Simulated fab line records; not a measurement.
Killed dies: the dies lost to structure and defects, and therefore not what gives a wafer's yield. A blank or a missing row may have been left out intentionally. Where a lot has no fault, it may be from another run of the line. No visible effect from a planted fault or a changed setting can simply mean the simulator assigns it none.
fab line records | flow n5-finfet
record: lots: 6 wafers: 17 last-day: 19
route steps=1938 shown MIM_BOT_LITHO@1861 MIM_BOT_ETCH@1866 PASS1_CAP@1873 TV_LITHO@1875 TV_OPEN@1887 PASSIVATION@1936
lots that met no fault: from a run of the same line without faults
start-h: start of the lot's first displayed wafer, in hours after the record's first day | wait-h: hours from the lot's prior step to this one | " unchanged from the row above | L1.1+2: a row that stands for several wafers | - value missing, or start not given | * or withheld: withheld | < > ~ a bound
route shown NAME@n: NAME is a module with steps in the file, n the number in the route of the first one | usual: the fault-free wafers' mean and standard deviation | same: alike in all rows | chamber/n: place in a boat | sites: each site's reading | _std_site: the standard deviation of these | _edge_site: inner sites' mean taken away from outer sites' mean | radius-mm: how far each site lies from the wafer's centre | mask NAME#n: copy n | behind: the last tool/chamber to shape the wafer | hold: what put the lot on hold/how long, in hours/how the hold closed | device: which transistor (n, p or np) failed to switch | end of line: the same wafers' tests at the end of the route | a step with no rows: only its recipe | killed: at the first sort, the dies lost to defects and structure; wafer yield is something else | map: the dies of a wafer, with x for killed, . for not killed, _ for no die there
set.NAME: the run value of the setting; set.NAME@STEP: its run value at that earlier step | model.NAME: the simulator's own value behind a step, which no gauge read
lots at some steps of the route; a table a step, a row a wafer
services: when a tool's chamber went out of use (start-h, in hours from the record's first day, below 0 if earlier), for how many hours, and the reason
== steps ==
step: N5_MIM_BOT_LITHO_HARDBAKE_09
recipe: temp-c: 130 time-s: 120
step: N5_MIM_BOT_LITHO_CD_MEAS_08
recipe: target-cd-nm: 3000 landing-energy-ev: 500 detector: se-inlens polarity: opening
usual: cd-nm: 3000.2/2.4
columns lot.wafer tool chamber start-h wait-h cd-nm
L415.1 cd-sem-03 0 277.42 - 3000.7
L415.4 " 0 " " 3001.0
L415.6 " 0 " " 3000.5
L429.3 cd-sem-01 0 382.30 - 2998.9
L429.5 " 0 " " 3002.6
L429.6 " 0 " " 2998.4
L428.1 cd-sem-01 0 388.13 - 3001.7
L428.2 " 0 " " 2999.2
L428.3 " 0 " " 3001.0
L435.3 cd-sem-02 0 418.79 - 3000.7
L435.4 " 0 " " 3002.3
L435.6 " 0 " " 2998.7
L437.1 cd-sem-02 0 450.37 - 3001.9
L437.2 " 0 " " 3002.7
L437.4 " 0 " " 2998.9
L438.2 cd-sem-03 0 451.26 - 2997.7
L438.6 " 0 " " 2996.3
step: N5_MIM_BOT_LITHO_OVL_MEAS_11
recipe: points-per-wafer: 44
usual: MIM_BOT_OVL: 1/5.9
columns lot.wafer tool chamber start-h wait-h MIM_BOT_OVL[nm]
L415.1 overlay-02 0 277.45 0.0 3
L415.4 " 0 " " 2
L415.6 " 0 " " -3
L429.3 overlay-01 0 382.33 0.0 -6
L429.5 " 0 " " -2
L429.6 " 0 " " -1
L428.1 overlay-01 0 388.16 0.0 7
L428.2 " 0 " " 2
L428.3 " 0 " " 0
L435.3 overlay-01 0 418.81 0.0 10
L435.4 " 0 " " 8
L435.6 " 0 " " 2
L437.1 overlay-02 0 450.40 0.0 4
L437.2 " 0 " " 4
L437.4 " 0 " " 7
L438.2 overlay-02 0 451.29 0.0 -2
L438.6 " 0 " " -4
step: N5_MIM_BOT_LITHO_INSPECT_12
recipe: mode: adi inspect-instrument: macro
usual: raw-defect-count: 2.1/1.4
columns lot.wafer tool chamber start-h wait-h raw-defect-count
L415.1 defect-inspect-01 - 277.48 0.0 1
L415.4 " - " " 1
L415.6 " - " " 1
L429.3 defect-inspect-02 - 382.35 0.0 2
L429.5 " - " " 1
L429.6 " - " " 0
L428.1 defect-inspect-02 - 388.19 0.0 2
L428.2 " - " " 2
L428.3 " - " " 4
L435.3 defect-inspect-02 - 418.84 0.0 1
L435.4 " - " " 1
L435.6 " - " " 1
L437.1 defect-inspect-02 - 450.42 0.0 2
L437.2 " - " " 3
L437.4 " - " " 1
L438.2 defect-inspect-01 - 451.32 0.0 3
L438.6 " - " " 1
step: N5_MIM_BOT_LITHO_DESCUM_10
recipe: chemistry: O2 time-s: 7.9 source-power-w: 50 bias-power-w: 20 pressure-mtorr: 20 rf-frequency-hz: 2.712e+07 temp-c: 40 o2-flow-sccm: 225
step: N5_MIM_BOT_ETCH_ETCH_04
recipe: chemistry: CF4/O2 target: SiNx target-depth-a: 260 time-s: 13 ion-energy-ev: 100 pressure-mtorr: 40 source-w: 535 bias-w: 49 Ar_flow_sccm: 100 cf4-flow-sccm: 100 O2_flow_sccm: 10
step: N5_MIM_BOT_ETCH_ETCH_03
recipe: chemistry: Cl2/BCl3 target-depth-a: 120 pressure-mtorr: 8 icp-w: 800 bias-w: 100 Cl2_flow_sccm: 20 bcl3-flow-sccm: 80
usual: drypump-motor-current-A: 5.6/0.4 oes-product-au: 0.82/0.084 throttle-valve-pct: 27.6/0.38
columns lot.wafer tool chamber start-h wait-h drypump-motor-current-A oes-product-au rf-hours-counter-h throttle-valve-pct
L415.1 rie-metal-01 1 277.67 0.1 6.0 0.84 15 27.7
L415.4 " 0 " " 5.6 0.80 - 27.4
L415.6 " 0 " " 5.6 0.81 - 27.4
L429.3 rie-metal-01 1 382.66 0.1 6.0 0.81 - 27.7
L429.5 " 0 " " 5.6 0.76 - 27.4
L429.6 " 1 " " 6.0 0.80 - 27.7
L428.1 rie-metal-03 0 388.38 0.1 5.7 0.87 18 26.7
L428.2 " 1 " " 5.7 0.79 16 28.0
L428.3 " 0 " " 5.7 0.87 - 26.7
L435.3 rie-metal-01 0 419.06 0.1 5.6 0.76 - 27.5
L435.4 " 1 " " 6.0 0.79 - 27.7
L435.6 " 1 " " 6.0 0.79 - 27.7
L437.1 rie-metal-02 1 450.65 0.1 4.8 0.99 2 27.6
L437.2 " 0 " " 5.8 0.86 18 27.7
L437.4 " 1 " " 4.8 0.99 - 27.6
L438.2 rie-metal-02 0 451.50 0.1 5.8 0.87 18 27.8
L438.6 " 1 " " 4.8 0.98 - 27.7
step: N5_MIM_BOT_ETCH_ETCH_00
recipe: chemistry: Cl2/BCl3 target: TiN target-depth-a: 455 ion-energy-ev: 150 pressure-mtorr: 10 icp-w: 1000 bias-w: 126 Cl2_flow_sccm: 53.25 bcl3-flow-sccm: 21.75 Ar_flow_sccm: 25
step: N5_MIM_BOT_ETCH_STRIP_01
recipe: chemistry: O2 power-w: 600 temp-c: 60 pressure-mtorr: 30 rf-frequency-hz: 6e+07 bias-power-w: 0 overash-fraction: 0.5 o2-flow-sccm: 225
usual: drypump-motor-current-A: 5.7/0.44 oes-product-au: 0.81/0.082 rf-vpp-V: 3.7/1.3 showerhead-plenum-p-Torr: 2.11/0.066 temp-c: 60.00/0.12 throttle-valve-pct: 16.71/0.24
columns lot.wafer tool chamber start-h wait-h drypump-motor-current-A oes-product-au rf-hours-counter-h rf-vpp-V showerhead-plenum-p-Torr temp-c throttle-valve-pct
L415.1 rie-diel-02 2 277.90 0.1 5.2 0.74 156 5.6 2.21 60.30 16.70
L415.4 " 1 " " 5.5 0.96 21 3.8 2.06 60.01 16.69
L415.6 " 1 " " 5.5 0.94 - 1.9 2.06 59.99 16.64
L429.3 rie-diel-04 2 383.02 0.2 6.2 0.86 71 5.1 2.22 60.01 16.58
L429.5 " 0 " " 5.8 0.92 - 1.1 2.15 59.87 16.29
L429.6 " 3 " " 6.0 0.80 - 2.3 2.12 60.08 16.75
L428.1 rie-diel-02 2 388.61 0.1 5.2 0.72 202 4.2 2.20 60.20 16.75
L428.2 " 3 " " 5.7 0.82 72 3.2 2.06 60.15 16.61
L428.3 " 0 " " 6.3 0.72 161 5.7 2.11 60.00 17.10
L435.3 rie-diel-03 0 419.26 0.1 5.0 0.75 125 2.2 2.10 59.84 16.73
L435.4 " 2 " " 5.2 0.92 9 3.4 2.24 60.10 16.60
L435.6 " 0 " " 5.0 0.76 - 3.5 2.09 59.71 16.75
L437.1 rie-diel-02 2 450.88 0.1 5.2 0.69 223 2.6 2.19 60.06 16.79
L437.2 " 3 " " 5.7 0.81 97 2.8 2.05 59.89 16.64
L437.4 " 1 " " 5.5 0.83 87 6.6 2.04 60.00 16.79
L438.2 rie-diel-02 3 451.73 0.1 5.7 0.81 97 5.0 2.05 59.96 16.66
L438.6 " 1 " " 5.5 0.84 - 2.3 2.04 60.14 16.84
step: N5_MIM_BOT_ETCH_STRIP_02
recipe: chemistry: post-etch-residue-remover time-s: 1200 temp-c: 72.5
step: N5_MIM_BOT_ETCH_CLEAN_05
recipe: chemistry: IPA time-s: 180 temp-c: 25
step: N5_MIM_BOT_ETCH_SRD_06
recipe: dry: ipa-marangoni time-s: 30 temp-c: 23 rinse-liquid: diw
step: N5_PASSIVATION_PECVD_55
recipe: material: SiO2 target-thk-a: 4000 temp-c: 400 precursor: SiH4/N2O pressure-torr: 2.7 rf-w: 608 time-s: 22.5
usual: heater-power-outer-w: 409/90 heater-power-w: 699/130 showerhead-plenum-p-Torr: 8.19/0.1 throttle-valve-pct: 52.0/2.6
columns lot.wafer tool chamber start-h wait-h heater-power-outer-w heater-power-w showerhead-plenum-p-Torr throttle-valve-pct model.SiO2_of_PASSIVATION_PECVD_55.thk-nm
L415.1 pecvd-04 0 278.40 0.0 443 741 8.01 50.1 403
L415.4 " 2 " " 506 831 8.04 47.5 399.4
L415.6 " 1 " " 417 678 8.28 56.5 401.6
L429.3 pecvd-03 1 383.55 0.0 343 591 8.21 52.1 401.6
L429.5 " 1 " " 351 597 8.25 52.1 484.8
L429.6 " 0 " " 320 559 8.33 51.8 485
L428.1 pecvd-03 2 389.11 0.0 369 686 8.19 51.0 400.8
L428.2 " 0 " " 300 527 8.32 52.0 478.4
L428.3 " 1 " " 350 594 8.22 52.1 399.4
L435.3 pecvd-04 1 419.76 0.0 338 566 8.26 45.4 399.4
L435.4 " 0 " " 481 801 7.99 50.2 405.6
L435.6 " 2 " " 500 833 8.06 48.3 398.4
L437.1 pecvd-03 2 451.42 0.0 385 696 8.21 51.6 399
L437.2 " 0 " " 359 613 8.34 52.0 399.2
L437.4 " 0 " " 380 646 8.33 51.7 404.2
L438.2 pecvd-01 2 452.23 0.0 544 878 8.20 50.8 394.2
L438.6 " 1 " " 647 990 8.15 56.3 395.2
step: N5_PASSIVATION_PECVD_01
recipe: material: SiNx target-thk-a: 2000 temp-c: 400 precursor: SiH4/NH3/N2 pressure-torr: 4.9 rf-w: 1406 time-s: 43.2
step: N5_PASSIVATION_HMDS_03
recipe: time-s: 60 temp-c: 120
step: N5_PASSIVATION_COAT_04
recipe: spin-rpm: * resist-thk-nm: *
step: N5_PASSIVATION_EBR_06
recipe: solvent: PGMEA ebr-width-mm: 1.5
step: N5_PASSIVATION_SOFTBAKE_05
recipe: temp-c: 100 time-s: 90
step: N5_PASSIVATION_EXPOSE_07
recipe: mask-id: TV na: 0.55 source-shape: conventional sigma-outer: 0.8 polarization: unpolarized defocus-nm: 0 target-cd-nm: 3000 dose-mj: 22.75
step: N5_PASSIVATION_PEB_08
recipe: peb-temp-c: withheld peb-time-s: *
step: N5_PASSIVATION_DEVELOP_09
recipe: develop-time-s: 60 rinse-liquid: diw dry: air-spin dev-temp-c: 21
step: N5_PASSIVATION_HARDBAKE_11
recipe: temp-c: 130 time-s: 120
step: N5_PASSIVATION_CD_MEAS_10
recipe: target-cd-nm: 3000 landing-energy-ev: 500 detector: se-inlens
usual: cd-nm: 3001.2/2.6
columns lot.wafer tool chamber start-h wait-h cd-nm
L415.1 cd-sem-01 0 278.94 - 3003.9
L415.4 " 0 " " 2999.5
L415.6 " 0 " " 3002.0
L429.3 cd-sem-02 0 385.08 - 2999.2
L429.5 " 0 " " 2998.9
L429.6 " 0 " " 3001.3
L428.1 cd-sem-03 0 391.65 - 3000.4
L428.2 " 0 " " 2998.9
L428.3 " 0 " " 2999.6
L435.3 cd-sem-02 0 421.70 - 2999.5
L435.4 " 0 " " 2997.0
L435.6 " 0 " " 3000.3
L438.2 cd-sem-03 0 454.24 - 3003.1
L438.6 " 0 " " 3006.9
L437.1 cd-sem-03 0 454.27 - 3002.4
L437.2 " 0 " " 2998.5
L437.4 " 0 " " 3003.3
step: N5_PASSIVATION_OVL_MEAS_60
recipe: points-per-wafer: 44
usual: TV_OVL: 0/5.9
columns lot.wafer tool chamber start-h wait-h TV_OVL[nm]
L415.1 overlay-02 0 278.97 0.0 -4
L415.4 " 0 " " 3
L415.6 " 0 " " 0
L429.3 overlay-02 0 385.11 0.0 -5
L429.5 " 0 " " 1
L429.6 " 0 " " -10
L428.1 overlay-01 0 391.68 0.0 9
L428.2 " 0 " " -1
L428.3 " 0 " " 14
L435.3 overlay-02 0 421.72 0.0 5
L435.4 " 0 " " 1
L435.6 " 0 " " 0
L438.2 overlay-01 0 454.27 0.0 5
L438.6 " 0 " " 8
L437.1 overlay-02 0 454.30 0.0 5
L437.2 " 0 " " -5
L437.4 " 0 " " -4
step: N5_PASSIVATION_INSPECT_61
recipe: mode: adi inspect-instrument: macro
usual: raw-defect-count: 1.9/1.4
columns lot.wafer tool chamber start-h wait-h raw-defect-count
L415.1 defect-inspect-02 - 278.99 0.0 2
L415.4 " - " " 1
L415.6 " - " " 0
L429.3 defect-inspect-01 - 385.14 0.0 1
L429.5 " - " " 0
L429.6 " - " " 4
L428.1 defect-inspect-02 - 391.71 0.0 2
L428.2 " - " " 5
L428.3 " - " " 0
L435.3 defect-inspect-02 - 421.75 0.0 1
L435.4 " - " " 3
L435.6 " - " " 6
L438.2 defect-inspect-01 - 454.30 0.0 2
L438.6 " - " " 5
L437.1 defect-inspect-02 - 454.32 0.0 0
L437.2 " - " " 1
L437.4 " - " " 3
step: N5_PASSIVATION_DESCUM_12
recipe: chemistry: O2 time-s: 7.9 source-power-w: 50 bias-power-w: 20 pressure-mtorr: 20 rf-frequency-hz: 2.712e+07 temp-c: 40 o2-flow-sccm: 225
usual: drypump-motor-current-A: 5.75/0.28 oes-product-au: 0.79/0.09 rf-vpp-V: 242.9/1.5 showerhead-plenum-p-Torr: 2.08/0.066 temp-c: 40.01/0.12 throttle-valve-pct: 20.4/0.31
columns lot.wafer tool chamber start-h wait-h drypump-motor-current-A oes-product-au rf-hours-counter-h rf-vpp-V showerhead-plenum-p-Torr temp-c throttle-valve-pct
L415.1 rie-diel-01 3 279.03 0.0 5.85 0.87 29 243.6 2.10 39.99 19.9
L415.4 " 1 " " 6.13 0.82 91 244.4 2.09 39.94 20.3
L415.6 " 1 " " 6.14 0.82 - 244.4 2.09 39.97 20.3
L429.3 rie-diel-01 3 385.17 0.0 5.83 0.81 68 243.4 2.09 40.15 19.9
L429.5 " 2 " " 5.64 0.92 - 244.2 2.13 40.06 20.4
L429.6 " 3 " " 5.84 0.81 - 243.4 2.09 39.94 19.9
L428.1 rie-diel-06 0 391.77 0.1 5.91 0.70 209 245.5 2.13 40.07 20.4
L428.2 " 3 " " 5.40 0.77 111 244.1 2.16 40.34 20.3
L428.3 " 2 " " 6.02 0.72 183 242.5 2.02 40.14 20.8
L435.3 rie-diel-06 0 421.78 0.0 5.89 0.69 218 243.1 2.13 40.14 20.4
L435.4 " 2 " " 6.01 0.71 192 241.7 2.02 39.82 20.8
L435.6 " 0 " " 5.91 0.69 - 242.5 2.13 40.15 20.4
L438.2 rie-diel-01 0 454.40 0.1 5.66 0.75 152 240.6 2.02 40.07 20.1
L438.6 " 1 " " 6.10 0.75 - 243.2 2.07 40.07 20.3
L437.1 rie-diel-05 1 454.50 0.2 5.19 0.98 1 246.5 2.24 39.86 20.6
L437.2 " 0 " " 5.76 0.93 11 244.6 2.05 40.01 20.4
L437.4 " 2 " " 5.66 0.88 56 243.9 2.06 39.92 20.7
step: N5_PASSIVATION_PASS_ETCH_74
recipe: chemistry: CF4/O2 target: SiNx target-depth-a: 2200 time-s: 110 ion-energy-ev: 100 pressure-mtorr: 40 source-w: 535 bias-w: 49 Ar_flow_sccm: 100 cf4-flow-sccm: 100 O2_flow_sccm: 10
usual: drypump-motor-current-A: 5.75/0.28 oes-product-au: 0.79/0.092 rf-vpp-V: 238/4.6 showerhead-plenum-p-Torr: 2.19/0.08 throttle-valve-pct: 15.97/0.25
columns lot.wafer tool chamber start-h wait-h drypump-motor-current-A oes-product-au rf-hours-counter-h rf-vpp-V showerhead-plenum-p-Torr throttle-valve-pct
L415.1 rie-diel-01 3 279.09 0.0 5.85 0.90 29 231 2.26 15.69
L415.4 " 1 " " 6.09 0.80 91 245 2.22 15.94
L415.6 " 1 " " 6.12 0.81 - 245 2.22 15.95
L429.3 rie-diel-01 3 385.23 0.0 5.86 0.84 68 232 2.24 15.76
L429.5 " 2 " " 5.66 0.93 - 237 2.24 15.80
L429.6 " 3 " " 5.83 0.85 - 233 2.24 15.75
L428.1 rie-diel-06 0 391.84 0.0 5.90 0.70 209 244 2.28 16.19
L428.2 " 3 " " 5.40 0.75 111 243 2.32 16.16
L428.3 " 2 " " 6.04 0.71 183 232 2.10 16.14
L435.3 rie-diel-06 0 421.85 0.0 5.88 0.69 218 245 2.28 16.20
L435.4 " 2 " " 6.03 0.69 192 232 2.10 16.14
L435.6 " 0 " " 5.91 0.69 - 245 2.28 16.18
L438.2 rie-diel-01 0 454.47 0.0 5.65 0.76 152 238 2.12 15.71
L438.6 " 1 " " 6.11 0.74 - 245 2.20 16.05
L437.1 rie-diel-05 1 454.57 0.0 5.19 1.00 1 244 2.34 16.00
L437.2 " 0 " " 5.76 0.93 11 236 2.16 15.82
L437.4 " 2 " " 5.65 0.85 56 234 2.15 16.04
step: N5_PASSIVATION_VIA_ETCH_13
recipe: chemistry: CHF3/O2 target: SiO2 target-depth-a: 6600 CHF3_flow_sccm: 50 O2_flow_sccm: 5 Ar_flow_sccm: 200 time-s: 330 mask-material: PR pressure-mtorr: 30 source-w: 650 bias-w: 170 ion-energy-ev: 200 ends: cleared
usual: drypump-motor-current-A: 5.75/0.28 etch-rf-on-time-s: 237/5.3 oes-product-au: 0.71/0.08 rf-vpp-V: 519/10 showerhead-plenum-p-Torr: 2.40/0.091 throttle-valve-pct: 18.87/0.25
columns lot.wafer tool chamber start-h wait-h drypump-motor-current-A etch-rf-on-time-s oes-product-au rf-hours-counter-h rf-vpp-V showerhead-plenum-p-Torr throttle-valve-pct model.coat_of_PASSIVATION_COAT_04.thk-nm
L415.1 rie-diel-01 3 279.19 0.0 5.83 234 0.81 29 505 2.46 18.56 *
L415.4 " 1 " " 6.10 235 0.73 91 535 2.45 19.01 *
L415.6 " 1 " " 6.08 235 0.73 - 535 2.45 19.00 *
L429.3 rie-diel-01 3 385.33 0.0 5.83 236 0.75 68 504 2.45 18.61 *
L429.5 " 2 " " 5.66 276 0.84 - 518 2.47 18.88 *
L429.6 " 3 " " 5.85 286 0.75 - 504 2.45 18.61 *
L428.1 rie-diel-06 0 391.93 0.0 5.88 237 0.64 209 532 2.50 19.10 *
L428.2 " 3 " " 5.41 283 0.70 111 527 2.53 19.07 *
L428.3 " 2 " " 6.04 233 0.64 183 502 2.29 18.96 *
L435.3 rie-diel-06 2 421.94 0.0 6.05 236 0.63 192 503 2.29 18.99 *
L435.4 " 3 " " 5.43 240 0.69 120 530 2.53 19.09 *
L435.6 " 2 " " 6.04 238 0.62 - 504 2.28 18.98 *
L438.2 rie-diel-01 0 454.56 0.0 5.67 236 0.68 152 518 2.33 18.61 *
L438.6 " 1 " " 6.07 238 0.68 - 535 2.43 19.08 *
L437.1 rie-diel-05 1 454.66 0.0 5.17 234 0.89 1 535 2.55 18.86 *
L437.2 " 0 " " 5.79 231 0.84 11 515 2.36 18.80 *
L437.4 " 2 " " 5.68 245 0.77 56 509 2.34 18.90 *
step: N5_PASSIVATION_STRIP_14
recipe: chemistry: O2 power-w: 600 temp-c: 60 pressure-mtorr: 30 rf-frequency-hz: 6e+07 bias-power-w: 0 overash-fraction: 0.5 o2-flow-sccm: 225
usual: drypump-motor-current-A: 5.75/0.28 oes-product-au: 0.79/0.089 rf-vpp-V: 3.6/0.93 showerhead-plenum-p-Torr: 2.08/0.066 temp-c: 59.99/0.11 throttle-valve-pct: 16.62/0.3
columns lot.wafer tool chamber start-h wait-h drypump-motor-current-A oes-product-au rf-hours-counter-h rf-vpp-V showerhead-plenum-p-Torr temp-c throttle-valve-pct
L415.1 rie-diel-01 3 279.38 0.1 5.84 0.86 29 5.7 2.11 60.06 16.15
L415.4 " 1 " " 6.13 0.81 91 3.7 2.09 60.02 16.51
L415.6 " 1 " " 6.10 0.81 - 1.9 2.09 60.05 16.55
L429.3 rie-diel-01 3 385.52 0.1 5.84 0.80 68 4.8 2.09 59.99 16.21
L429.5 " 2 " " 5.66 0.91 - 3.3 2.14 60.13 16.53
L429.6 " 3 " " 5.85 0.81 - 4.5 2.09 60.05 16.22
L428.1 rie-diel-06 0 392.13 0.1 5.87 0.71 209 2.9 2.14 59.71 16.72
L428.2 " 3 " " 5.42 0.79 112 2.5 2.16 60.09 16.61
L428.3 " 2 " " 6.03 0.72 183 3.0 2.02 60.05 17.00
L435.3 rie-diel-06 2 422.14 0.1 6.00 0.71 192 5.1 2.02 59.87 16.97
L435.4 " 1 " " 6.23 0.91 - 3.4 2.22 59.97 16.08
L435.6 " 3 " " 5.42 0.77 - 3.8 2.16 59.91 16.65
L438.2 rie-diel-01 0 454.76 0.1 5.67 0.74 152 5.1 2.02 59.83 16.47
L438.6 " 1 " " 6.15 0.75 - 3.0 2.07 59.91 16.63
L437.1 rie-diel-05 1 454.86 0.1 5.18 0.97 1 3.0 2.24 59.86 16.69
L437.2 " 0 " " 5.76 0.94 11 3.8 2.06 59.92 16.57
L437.4 " 2 " " 5.66 0.88 56 4.4 2.07 59.97 16.89
step: N5_PASSIVATION_PROBE_49
usual: defect-limited-yield: 91.2/1.4 killed_at_M0_to_M3: 34/9.3 killed_at_M4_up: 14/5.9 killed-at-contacts: 14/5.7 killed-at-front-end: 38/10 killed-at-other: 4/3.2 killed-dies: 104/17 killed-open: 67/13 killed-short: 33/6.9 sort_bin_5_function: 5.2/1 sort_bin_6_memory: 3.3/0.61 sort_bin_8_speed: 0.3/1.8 sort-n-pass: 1069/52 sort-yield-pct: 91/4.4
same: gross-dies: 1180 killed-at-back-side: 0 sort_bin_4_leakage[%]: 0
columns lot.wafer tool chamber start-h wait-h defect-limited-yield[%] killed_at_M0_to_M3 killed_at_M4_up killed-at-contacts killed-at-front-end killed-at-other killed-dies killed-open killed-short sort_bin_5_function[%] sort_bin_6_memory[%] sort_bin_8_speed[%] sort-n-pass sort-yield-pct[%]
L428.2 prober-02 - 398.66 0.1 93.2 22 9 8 34 7 80 45 33 3.9 2.5 0 1100 93
L428.3 prober-02 - 398.71 0.1 92.7 31 11 2 36 6 86 46 36 4.0 3.1 0 1094 93
L435.3 prober-01 - 428.77 0.1 91.5 40 5 21 26 8 100 67 25 5.5 2.7 0 1080 92
L435.4 prober-01 - 428.82 0.2 93.1 28 9 16 26 3 82 52 26 3.7 2.9 0 1098 93
L435.6 prober-01 - 428.92 0.3 92.7 36 5 5 37 3 86 59 26 4.6 2.7 0 1094 93
L438.2 prober-01 - 461.59 0.7 90.0 43 14 13 41 7 118 81 37 6.3 3.5 0 1062 90
L438.6 prober-01 - 461.79 0.9 90.8 53 12 5 37 2 109 70 33 5.8 3.0 0 1071 91
killed by level:class
L428.2 FIN_SAQP:geometric-particle:short=7 STI_FIN_REVEAL:geometric-particle:open=5 BEOL_M3:geometric-particle:open=5 MOL_CONTACT_COAG:geometric-particle:short=4 MOL_CONTACT_COAG:geometric-particle:open=4 PAD_METAL:geometric-particle:open=4 FIN_SAQP:geometric-particle:open=3 ILD0:geometric-particle:short=3
L428.3 STI_FIN_REVEAL:geometric-particle:open=8 GATE_CUT:geometric-particle:short=8 BEOL_M1:geometric-particle:open=8 BEOL_M4:geometric-particle:open=7 BEOL_M1:geometric-particle:short=6 BEOL_M3:geometric-particle:open=6 BEOL_M0_SAQP:geometric-particle:short=5 DUMMY_GATE:geometric-particle:open=4
L435.3 MOL_CONTACT_COAG:geometric-particle:open=19 BEOL_M2:geometric-particle:open=9 BEOL_M1:geometric-particle:open=8 BEOL_M3:geometric-particle:open=8 GATE_CUT:geometric-particle:short=7 DUMMY_GATE:geometric-particle:open=4 BEOL_M0_SAQP:geometric-particle:short=3 MIM_TOP:geometric-particle:open=3
L435.4 MOL_CONTACT_COAG:geometric-particle:open=12 FIN_SAQP:geometric-particle:short=7 BEOL_M0_SAQP:geometric-particle:open=7 BEOL_M4:geometric-particle:open=5 FIN_SAQP:geometric-particle:open=4 GATE_CUT:geometric-particle:short=4 BEOL_M2:geometric-particle:open=4 BEOL_M0_SAQP:geometric-particle:short=4
L435.6 STI_FIN_REVEAL:geometric-particle:open=10 GATE_CUT:geometric-particle:short=8 BEOL_M0_SAQP:geometric-particle:short=7 BEOL_M3:geometric-particle:open=6 BEOL_M0_SAQP:geometric-particle:open=6 BEOL_M1:geometric-particle:open=6 BEOL_M2:geometric-particle:open=5 FIN_SAQP:geometric-particle:open=4
L438.2 FIN_SAQP:geometric-particle:open=16 BEOL_M3:geometric-particle:open=13 MOL_CONTACT_COAG:geometric-particle:open=9 BEOL_M0_SAQP:geometric-particle:open=9 BEOL_M0_SAQP:geometric-particle:short=8 FIN_SAQP:geometric-particle:short=6 BEOL_M2:geometric-particle:open=5 STI_FIN_REVEAL:geometric-particle:open=4
L438.6 BEOL_M3:geometric-particle:open=16 BEOL_M0_SAQP:geometric-particle:open=14 BEOL_M0_SAQP:geometric-particle:short=11 BEOL_M4:geometric-particle:open=7 MOL_CONTACT_COAG:geometric-particle:open=5 FIN_SAQP:geometric-particle:short=4 FIN_SAQP:geometric-particle:open=4 ILD0:geometric-particle:short=4
== services ==
columns tool chamber start-h hours kind
pecvd-04 2 262.03 15.0 repair
pecvd-04 - 269.34 2.8 pm
rie-diel-05 2 283.64 2.9 repair
rie-diel-02 1 286.15 11.8 repair
rie-diel-05 2 290.80 7.5 repair
rie-metal-02 0 304.83 6.8 repair
rie-diel-01 2 321.42 - clean
rie-diel-01 2 321.42 - consumable-replace:focus-ring
rie-diel-01 2 321.42 26.0 scheduled-down
rie-diel-01 2 321.42 26.0 vent-cycle
rie-diel-02 3 333.88 28.2 repair
rie-diel-05 2 344.91 8.1 repair
rie-diel-01 1 352.91 9.1 repair
pecvd-01 1 355.77 5.0 repair
rie-diel-03 1 359.08 5.1 repair
rie-diel-01 0 360.33 9.2 repair
pecvd-04 - 363.16 6.0 pm
rie-metal-03 - 392.47 2.8 pm
rie-diel-04 2 395.37 6.0 repair
rie-diel-02 - 402.40 1.1 repair
rie-metal-01 - 438.23 10.0 pm
rie-diel-02 2 438.88 4.3 repair
rie-diel-02 0 440.69 2.0 repair
rie-diel-04 - 442.73 3.5 repair
== key ==
first-sign: step: N5_PASSIVATION_VIA_ETCH_13 reading: etch-rf-on-time-s direction: up sigmas: 8.5 usual: * struck: *
effect none on later readings
model-effect: step: N5_PASSIVATION_PECVD_55 value: SiO2_of_PASSIVATION_PECVD_55.thk-nm without: 406 struck: 482.7
model-effect: step: N5_PASSIVATION_VIA_ETCH_13 value: coat_of_PASSIVATION_COAT_04.thk-nm without: * struck: *
met-at N5_PASSIVATION_PECVD_55
struck-wafers L428.2,L429.5,L429.6
fault: kind: process-parameter-drift tool: pecvd-03 chamber: - onset-h: 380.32 steps: N5_PASSIVATION_PECVD_55 channel: time-s offset: * shape: step end-h: 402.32 scope: struck-wafers-only acts-in: * stated: *
